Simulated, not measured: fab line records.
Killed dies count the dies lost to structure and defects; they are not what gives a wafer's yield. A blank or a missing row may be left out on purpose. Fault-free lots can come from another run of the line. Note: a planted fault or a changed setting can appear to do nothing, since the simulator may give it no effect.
A struck lot beside a sound one ; flow n5_finfet ; 26 steps out of a route of 1938
Sound: these wafers, L210.3, L210.4, L210.5. Wafers L218.3, L218.4, L218.6 were the ones struck. The cause is named last.
Each step with rows lists, per side, the tool, then ch with its chambers, then its first start. Under that, the readings that differ: sound wafers ; struck wafers ; difference of the means ; sigmas: that difference in standard deviations of wafers without a fault.
alike: readings with means less than 2 such deviations apart, plus words and numbers identical on both sides. not compared: withheld readings, readings lacking a value on some wafer, bounds such as >300 that could conceal the same value, and numbers that have no deviation in the record and whose values overlap.
The two part at a step that has a row with sigmas, a row that says differs or no value, or rows on one side only. When numbers do not overlap yet have no deviation, they are printed without sigmas and do not part them. Lack of a reading on every wafer of one side parts them only where that side has two or more wafers.

N5_BEOL_M15_OVL_MEAS_11:
  sound on overlay-01 ch 0, day 14 12:23; struck on overlay-02 ch 0, day 15 21:53
  alike: V14_OVL
N5_BEOL_M15_INSPECT_12: inspects for defects (macro).
  sound on defect_inspect-02, day 14 12:24; struck on defect_inspect-02, day 15 21:54
  alike: raw_defect_count
then, 1 step without rows for these wafers: N5_BEOL_M15_DESCUM_15 (chemistry O2, time 7.9 s).
N5_BEOL_M15_ETCH_59: etches BARC in N2/H2, target depth 89 nm, overetch 26.7 nm, time 67.9 s.
  sound on rie_diel-02 ch 0,1,3, day 14 12:28; struck on rie_diel-06 ch 1,2,3, day 15 21:58
  alike: drypump_motor_current_A, oes_product_au, rf_vpp_V, showerhead_plenum_p_Torr, throttle_valve_pct
  not compared: rf_hours_counter_h
N5_BEOL_M15_VIA_ETCH_16: etches SiO2 in C4F8/O2/Ar, target depth 1792.2 nm.
  sound on rie_diel-02 ch 0,1,3, day 14 12:31; struck on rie_diel-06 ch 1,2,3, day 15 22:01
  alike: C4F8_flow_sccm, drypump_motor_current_A, oes_f_703_au, oes_product_au, rf_vpp_V, showerhead_plenum_p_Torr, throttle_valve_pct
N5_BEOL_M15_STRIP_63: strips in O2.
  sound on rie_diel-02 ch 0,1,3; struck on rie_diel-06 ch 1,2,3
  alike: drypump_motor_current_A, oes_product_au, rf_vpp_V, showerhead_plenum_p_Torr, throttle_valve_pct
  not compared: rf_hours_counter_h
then, 3 steps without rows for these wafers: N5_BEOL_M15_STRIP_64 (strips in O2); N5_BEOL_M15_STRIP_65 (strips in post etch residue remover, time 60 s); N5_BEOL_M15_SRD_66 (time 30 s, dry time 30 s).
N5_BEOL_M15_CD_MEAS_17: target cd 360 nm.
  sound on cd_sem-02, day 14 12:56; struck on cd_sem-01, day 15 22:26
reading;sound;struck;difference;sigmas
cd_nm (nm);365.0 363.5 362.2;356.9 358.6 359.9;-5.1;-3
then, 1 step without rows for these wafers: N5_BEOL_M15_COAT_56 (time 60 s, resist thk 550 nm).
N5_BEOL_M15_ETCH_57: etches SOC in N2/H2, time 750 s.
  sound on rie_diel-04 ch 0,2, day 14 13:16; struck on rie_diel-04 ch 1,3, day 15 22:40
  alike: drypump_motor_current_A, oes_product_au, rf_vpp_V, showerhead_plenum_p_Torr, throttle_valve_pct
  not compared: rf_hours_counter_h
N5_BEOL_M15_COAT_60: time 60 s, resist thk 89 nm.
  sound on litho_track-04 ch 0, day 14 13:46; struck on litho_track-05 ch 0, day 15 23:10
reading;sound;struck;difference;sigmas
spin_speed_rpm (rpm);1501.3 1500.0 1501.5;1558.6 1560.6 1563.1;+59.8;+60
model.BARC_of_BEOL_M15_COAT_60.thk_nm (nm);89.4 89.4 89.4;87.2 87 87.2;-2.3;
  alike: dispense_pressure_kPa, exhaust_pa
then, 7 steps without rows for these wafers: N5_BEOL_M15_COAT_22 (resist thk 800 nm); N5_BEOL_M15_EBR_24; N5_BEOL_M15_SOFTBAKE_23 (time 60 s); N5_BEOL_M15_EXPOSE_25 (exposes mask M15, target cd 400 nm); N5_BEOL_M15_PEB_26 (peb time 90 s); N5_BEOL_M15_DEVELOP_27 (develop time 45 s); N5_BEOL_M15_HARDBAKE_32 (time 120 s).
N5_BEOL_M15_CD_MEAS_28: target cd 407.6 nm.
  sound on cd_sem-02 ch 0, day 14 14:10; struck on cd_sem-03 ch 0, day 15 23:26
  alike: cd_nm
N5_BEOL_M15_OVL_MEAS_29:
  sound on overlay-01 ch 0, day 14 14:12; struck on overlay-02 ch 0, day 15 23:28
reading;sound;struck;difference;sigmas
M15_OVL (nm);-4 -5 -11;3 6 19;+16;+3
N5_BEOL_M15_INSPECT_30: inspects for defects (macro).
  sound on defect_inspect-01, day 14 14:13; struck on defect_inspect-02, day 15 23:29
  alike: raw_defect_count
N5_BEOL_M15_DESCUM_33: chemistry O2, time 7.9 s.
  sound on rie_diel-04 ch 0,1, day 14 14:16; struck on rie_diel-06 ch 1,3, day 15 23:31
  alike: drypump_motor_current_A, oes_product_au, rf_vpp_V, showerhead_plenum_p_Torr, throttle_valve_pct
  not compared: rf_hours_counter_h
N5_BEOL_M15_ETCH_61: etches BARC in N2/H2, target depth 89 nm, overetch 26.7 nm, time 67.9 s.
  sound on rie_diel-04 ch 0,1, day 14 14:17; struck on rie_diel-06 ch 1,3, day 15 23:34
reading;sound;struck;difference;sigmas
model.etch.depth_nm (nm);89.42 89.33 89.38;87.26 87.04 87.29;-2.18;
  alike: drypump_motor_current_A, oes_product_au, rf_vpp_V, showerhead_plenum_p_Torr, throttle_valve_pct
  not compared: rf_hours_counter_h
then, 1 step without rows for these wafers: N5_BEOL_M15_TRENCH_ETCH_34 (etches SiO2 in C4F8/O2/Ar, target depth 872.93 nm, time 199 s).

== WHERE THEY PART ==
At N5_BEOL_M15_CD_MEAS_17 first; at N5_BEOL_M15_OVL_MEAS_29 last (within this record only). Later steps at which nothing parts them and some readings are alike: N5_BEOL_M15_INSPECT_30, N5_BEOL_M15_DESCUM_33, N5_BEOL_M15_ETCH_61.

WHY: what had been put in by the simulator
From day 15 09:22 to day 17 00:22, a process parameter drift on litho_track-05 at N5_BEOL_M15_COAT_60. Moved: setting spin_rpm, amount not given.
